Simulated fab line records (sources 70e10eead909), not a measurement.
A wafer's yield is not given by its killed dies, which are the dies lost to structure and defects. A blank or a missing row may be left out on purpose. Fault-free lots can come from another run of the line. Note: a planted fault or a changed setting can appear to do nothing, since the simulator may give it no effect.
A struck lot beside a sound one | flow nand-harc | 14 steps out of a route of 1302
Sound: these wafers, L443.3, L443.5, L443.6. Struck: wafers L455.1, L455.5. (L455.2 of the same lot was not struck and is left out.) The cause comes at the end.
Each step with rows lists, per side, the tool, then ch with its chambers, then its first start. Under that, the readings that differ: sound wafers | struck wafers | difference of the means | sigmas: that difference in standard deviations of wafers without a fault.
alike: a reading whose means differ by less than 2 such deviations, as well as words and numbers matching on both sides. not compared: withheld readings; readings where some wafer has no value; bounds like >300 that might hide an equal value; numbers whose values overlap and for which the record gives no deviation.
Wherever a step has rows on one side only, a row that says differs or no value, or a row with sigmas, the two part there. Numbers that don't overlap but have no deviation are shown without sigmas and don't part them. Lack of a reading on every wafer of one side parts them only where that side has two or more wafers.

NHARC_A_WL_FILL_CVD_03: deposits W, target thk 40 nm, time 279 s.
  sound on cvd-w-01 ch 0,1, day 21 16:17; struck on cvd-w-01 ch 0,1, day 25 21:13
  alike: heater-power-w, throttle-valve-pct
NHARC_A_WL_FILL_ETCHBACK_04: etches the open film in NF3, target depth 60 nm, time 120 s.
  sound on rie-metal-03 ch 0,1, day 21 16:34; struck on rie-metal-01 ch 0,1, day 25 21:35
  alike: drypump-motor-current-A, oes-product-au
  not compared: rf-hours-counter-h
then, 1 step without rows for these wafers: NHARC_A_WL_FILL_ETCHBACK_05 (etches the open film in Cl2/BCl3, target depth 22 nm, time 60 s).
NHARC_A_WL_FILL_STRIP_27: strips in N2/H2, time 20 s.
  sound on plasma-asher-02 ch 0,1, day 21 16:57; struck on plasma-asher-02 ch 1, day 25 22:10
  alike: drypump-motor-current-A, heater-power-w
  not compared: rf-hours-counter-h
then, 4 steps without rows for these wafers: NHARC_A_WL_FILL_STRIP_28 (strips in post etch residue remover, time 1200 s); NHARC_A_WL_FILL_PRECLEAN_06 (cleans in DIW, time 300 s); NHARC_A_WL_FILL_SRD_07; NHARC_A_WL_FILL_ANNEAL_08 (time 1800 s).
NHARC_A_WL_FILL_ALD_10: deposits SiO2, target thk 50 nm, pulse time 10 s, ald cycles 500.
  sound on ald-hk-01 ch 0,3, day 21 23:52; struck on ald-hk-04 ch 0,3, day 26 02:58
  alike: heater-power-w, precursor-pulse-height-rel
NHARC_A_WL_FILL_ETCHBACK_16: etches the open film in C4F8/O2/Ar, target depth 120 nm, time 24 s.
  sound on rie-diel-01 ch 0,1,3; struck on rie-diel-08 ch 2,3
  reading               | sound             | struck      | difference | sigmas
  oes-product-au (a.u.) | 1.008 1.007 1.014 | 0.944 0.939 | -0.068     | -2
  alike: rf-vpp-V
  not compared: rf-hours-counter-h
then, 1 step without rows for these wafers: NHARC_A_WL_FILL_STRIP_29 (strips in O2, time 20 s).
NHARC_A_WL_FILL_ETCHBACK_17: etches the open film in Cl2/BCl3, target depth 4 nm, time 26.7 s.
  sound on rie-metal-03 ch 0,1, day 22 06:50; struck on rie-metal-03 ch 0, day 26 07:48
  reading               | sound             | struck      | difference | sigmas
  oes-product-au (a.u.) | 0.995 0.988 1.004 | 1.206 1.206 | +0.210     | +30
  alike: drypump-motor-current-A
  not compared: rf-hours-counter-h
then, 1 step without rows for these wafers: NHARC_A_WL_FILL_PRECLEAN_18 (cleans in dHF, time 30 s).
-- record jumps: 4 days between struck wafers' starts before vs after; left off in module A_WL_FILL, resumes in module END, first step shown is number 1302 of the route --
NHARC_END_SORT_01:
  sound on prober-01 ch 0, day 26 03:46; struck on prober-01 ch 0, day 30 01:19
  alike: killed-at-array, killed-at-other, killed-at-periphery, killed-dies, killed-open, killed-short

== WHERE THEY PART ==
First at NHARC_A_WL_FILL_ETCHBACK_16; last, within this record, at NHARC_A_WL_FILL_ETCHBACK_17. Later steps at which nothing parts them and some readings are alike: NHARC_END_SORT_01.

WHY: what had been put in by the simulator
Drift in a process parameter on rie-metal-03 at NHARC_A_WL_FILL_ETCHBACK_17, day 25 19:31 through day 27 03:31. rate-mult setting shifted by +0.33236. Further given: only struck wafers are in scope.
